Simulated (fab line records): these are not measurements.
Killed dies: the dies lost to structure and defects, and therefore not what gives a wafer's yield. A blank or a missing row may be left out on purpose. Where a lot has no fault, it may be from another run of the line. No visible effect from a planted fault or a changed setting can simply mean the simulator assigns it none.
Split-lot trial :: flow n5_finfet :: 7 lots, 21 wafers read, on a route of 1938 steps

## SPLIT DETAILS
At N5_SDB_COAT_05 (resist thk 90 nm), the setting spin_rpm was moved away from the recipe's 1500 rpm on 7 of the 21 wafers read, by -7.9% to +3.8%. This setting was run at the recipe's value on the other wafers.

## FROM THE SPLIT TO THE READING: what the file shows between them, 4 steps
- N5_SDB_EBR_07
- N5_SDB_SOFTBAKE_06: time 60 s
- N5_SDB_EXPOSE_08: exposes mask SDB
- N5_SDB_PEB_09: peb time 60 s

## THE READING
CAR-ArF_of_SDB_COAT_05.thk_nm (the simulator's own value, which no gauge read), in nm, at N5_SDB_DEVELOP_10 (develop time 30 s). No usual value for it is given in the file. Across the 14 wafers here that went through the recipe, the average is 88.2 nm and the standard deviation 0.22 nm.

wafer: L074.1
tool, chamber at the split: litho_track-04, 0
spin_rpm as run, rpm: 1382
against the recipe: -7.9%
CAR-ArF_of_SDB_COAT_05.thk_nm, nm: 92.2
against lot-mates on the recipe: +3.8

wafer: L074.4
tool, chamber at the split: litho_track-04, 0
spin_rpm as run, rpm: 1500
against the recipe: recipe
CAR-ArF_of_SDB_COAT_05.thk_nm, nm: 88.4
against lot-mates on the recipe: -

wafer: L074.5
tool, chamber at the split: litho_track-04, 0
spin_rpm as run, rpm: 1500
against the recipe: recipe
CAR-ArF_of_SDB_COAT_05.thk_nm, nm: 88.4
against lot-mates on the recipe: -

wafer: L084.1
tool, chamber at the split: litho_track-02, 0
spin_rpm as run, rpm: 1500
against the recipe: recipe
CAR-ArF_of_SDB_COAT_05.thk_nm, nm: 87.8
against lot-mates on the recipe: -

wafer: L084.5
tool, chamber at the split: litho_track-02, 0
spin_rpm as run, rpm: 1500
against the recipe: recipe
CAR-ArF_of_SDB_COAT_05.thk_nm, nm: 87.8
against lot-mates on the recipe: -

wafer: L084.2
tool, chamber at the split: litho_track-02, 0
spin_rpm as run, rpm: 1450
against the recipe: -3.3%
CAR-ArF_of_SDB_COAT_05.thk_nm, nm: 89.6
against lot-mates on the recipe: +1.8

wafer: L086.2
tool, chamber at the split: litho_track-03, 0
spin_rpm as run, rpm: 1557
against the recipe: +3.8%
CAR-ArF_of_SDB_COAT_05.thk_nm, nm: 86.8
against lot-mates on the recipe: no lot-mate on the recipe

wafer: L086.5
tool, chamber at the split: litho_track-03, 0
spin_rpm as run, rpm: 1557
against the recipe: +3.8%
CAR-ArF_of_SDB_COAT_05.thk_nm, nm: 86.8
against lot-mates on the recipe: no lot-mate on the recipe

wafer: L086.6
tool, chamber at the split: litho_track-03, 0
spin_rpm as run, rpm: 1557
against the recipe: +3.8%
CAR-ArF_of_SDB_COAT_05.thk_nm, nm: 86.6
against lot-mates on the recipe: no lot-mate on the recipe

wafer: L087.3
tool, chamber at the split: litho_track-02, 0
spin_rpm as run, rpm: 1445
against the recipe: -3.7%
CAR-ArF_of_SDB_COAT_05.thk_nm, nm: 89.6
against lot-mates on the recipe: +1.6

wafer: L087.5
tool, chamber at the split: litho_track-02, 0
spin_rpm as run, rpm: 1445
against the recipe: -3.7%
CAR-ArF_of_SDB_COAT_05.thk_nm, nm: 89.2
against lot-mates on the recipe: +1.2

wafer: L087.6
tool, chamber at the split: litho_track-02, 0
spin_rpm as run, rpm: 1500
against the recipe: recipe
CAR-ArF_of_SDB_COAT_05.thk_nm, nm: 88
against lot-mates on the recipe: -

wafer: L089.2
tool, chamber at the split: litho_track-04, 0
spin_rpm as run, rpm: 1500
against the recipe: recipe
CAR-ArF_of_SDB_COAT_05.thk_nm, nm: 88.6
against lot-mates on the recipe: -

wafer: L089.4
tool, chamber at the split: litho_track-04, 0
spin_rpm as run, rpm: 1500
against the recipe: recipe
CAR-ArF_of_SDB_COAT_05.thk_nm, nm: 88.2
against lot-mates on the recipe: -

wafer: L089.6
tool, chamber at the split: litho_track-04, 0
spin_rpm as run, rpm: 1500
against the recipe: recipe
CAR-ArF_of_SDB_COAT_05.thk_nm, nm: 88.4
against lot-mates on the recipe: -

wafer: L093.1
tool, chamber at the split: litho_track-02, 0
spin_rpm as run, rpm: 1500
against the recipe: recipe
CAR-ArF_of_SDB_COAT_05.thk_nm, nm: 88.2
against lot-mates on the recipe: -

wafer: L093.2
tool, chamber at the split: litho_track-02, 0
spin_rpm as run, rpm: 1500
against the recipe: recipe
CAR-ArF_of_SDB_COAT_05.thk_nm, nm: 88.2
against lot-mates on the recipe: -

wafer: L093.4
tool, chamber at the split: litho_track-02, 0
spin_rpm as run, rpm: 1500
against the recipe: recipe
CAR-ArF_of_SDB_COAT_05.thk_nm, nm: 88.2
against lot-mates on the recipe: -

wafer: L094.3
tool, chamber at the split: litho_track-02, 0
spin_rpm as run, rpm: 1500
against the recipe: recipe
CAR-ArF_of_SDB_COAT_05.thk_nm, nm: 88
against lot-mates on the recipe: -

wafer: L094.5
tool, chamber at the split: litho_track-02, 0
spin_rpm as run, rpm: 1500
against the recipe: recipe
CAR-ArF_of_SDB_COAT_05.thk_nm, nm: 88
against lot-mates on the recipe: -

wafer: L094.4
tool, chamber at the split: litho_track-02, 0
spin_rpm as run, rpm: 1500
against the recipe: recipe
CAR-ArF_of_SDB_COAT_05.thk_nm, nm: 88.2
against lot-mates on the recipe: -

FIT RESULTS
A straight line over all 21 wafers: CAR-ArF_of_SDB_COAT_05.thk_nm changes by -0.431 nm for each +1% of spin_rpm; r = -0.97; the points scatter about the line by 0.29 nm.
The same after taking each lot's own level away (the mean of its wafers on the recipe; 18 wafers): -0.464 nm for each +1%; r = -0.99; scatter 0.17 nm.
That fit puts the effect of the largest move of spin_rpm on the reading at 3.7 nm.
Across the lots, their own levels run from 87.80 to 88.40 nm, a range of 2.7 times the standard deviation given above.
The two slopes are in agreement: the lot-to-lot level therefore moves the slope only a little.
Check: with one of the wafers moved furthest among these (-7.9%) left out of the fit, the line predicts +3.36 nm for it against its lot-mates. Against them it came out at +3.8 nm.

## THE WHOLE CHAIN: every reading that the file lists as answering this split, in the file's order
step: N5_SDB_COAT_05
what it does: resist thk 90 nm
reading: CAR-ArF_of_SDB_COAT_05.thk_nm (the simulator's own value, which no gauge read)
change (the file's fit): -0.463 nm for each +1% of the setting
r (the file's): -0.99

step: N5_SDB_DEVELOP_10
what it does: develop time 30 s
reading: CAR-ArF_of_SDB_COAT_05.thk_nm (the simulator's own value, which no gauge read)
change (the file's fit): -0.475 nm for each +1% of the setting
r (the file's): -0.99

## FILE'S OWN FIT
CAR-ArF_of_SDB_COAT_05.thk_nm changes by -0.475 nm for each +1% of spin_rpm, r = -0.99.
